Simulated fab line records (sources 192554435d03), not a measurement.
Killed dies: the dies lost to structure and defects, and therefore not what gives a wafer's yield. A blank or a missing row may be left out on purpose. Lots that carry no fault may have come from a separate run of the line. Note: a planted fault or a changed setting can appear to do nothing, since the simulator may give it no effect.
One fault through the eyes of 3 desks    flow n5-finfet    each desk holds nothing but its own numbers, with what lay behind them at the end

## THE DEFECT DESK
What the inspections along the route counted, lot by lot: means of the sampled wafers that have a number. Any lot whose mean is over 4 standard deviations away from the usual mean is out of limits and marked OUT; that distance is given in the brackets.
Columns: A = raw-defect-count at N5_BEOL_M5_INSPECT_30, usual 408
lot   first seen here  A
L183  day 8 10:39      358
L185  day 8 19:05      473
L188  day 9 11:55      369
L192  day 10 16:19     394
L194  day 11 03:40     387
L198  day 11 23:31     398
L202  day 13 22:29     430
L184  day 14 01:10     503
L203  day 14 03:28     335
L205  day 14 21:44     406
L204  day 15 12:30     391
This desk's verdict: no lot among the 11 shows anything out of limits.

## DESK OF THE TOOL OWNER: litho-track-01
The tool's own readings at N5_BEOL_M5_COAT_74 (time 60 s, resist thk 5 nm): means of the sampled wafers that have a number, for each lot that ran on this tool. Any lot whose mean is over 4 standard deviations away from the usual mean is out of limits and marked OUT; that distance is given in the brackets.
Columns: A = heater-power-total-W at N5_BEOL_M5_COAT_74, usual 391.8 W; B = plate-temp-C at N5_BEOL_M5_COAT_74, usual 205.02 C
lot   first seen here  A                B
L185  day 8 18:43      393.5            204.99
L192  day 10 15:57     407.3 (+11) OUT  211.73 (+42) OUT
L198  day 11 23:09     407.0 (+11) OUT  211.43 (+40) OUT
L205  day 14 21:23     393.0            205.14
This desk's verdict: out of limits on L192, L198, starting with L192 at day 10 15:57 (heater-power-total-W at N5_BEOL_M5_COAT_74). L185, L205: within limits.

## FROM THE METROLOGY DESK
What the gauges read, lot by lot, whatever tool the lot ran on: means of the sampled wafers that have a number. Any lot whose mean is over 4 standard deviations away from the usual mean is out of limits and marked OUT; that distance is given in the brackets.
Columns: A = cd-nm at N5_BEOL_M5_CD_MEAS_28, usual 30.60 nm
lot   first seen here  A
L183  day 8 10:34      30.67
L185  day 8 19:00      30.11
L188  day 9 11:50      30.56
L192  day 10 16:13     30.48
L194  day 11 03:34     30.87
L198  day 11 23:25     30.53
L202  day 13 22:22     30.44
L184  day 14 01:05     30.52
L203  day 14 03:21     30.61
L205  day 14 21:39     30.37
L204  day 15 12:25     30.74
This desk's verdict: no lot among the 11 shows anything out of limits.

## TAKEN TOGETHER
On L192, L198, at day 10 15:57, an alarm was possible from the tool owner's desk.
Nothing out of limits was seen by the defect desk.
The metrology desk saw nothing out of limits.
The defect desk has L192, L198 on record, within its limits.
The metrology desk has L192, L198 on record, within its limits.
All the named lots went through N5_BEOL_M5_COAT_74 on litho-track-01.

## WHAT THE SIMULATOR PUT IN
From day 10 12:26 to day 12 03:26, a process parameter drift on litho-track-01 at N5_BEOL_M5_COAT_74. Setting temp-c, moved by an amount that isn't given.
Shown lots that were struck: L192, L198.
Hours from the fault's start to each desk's first reading out of limits: the tool owner's desk, 4.
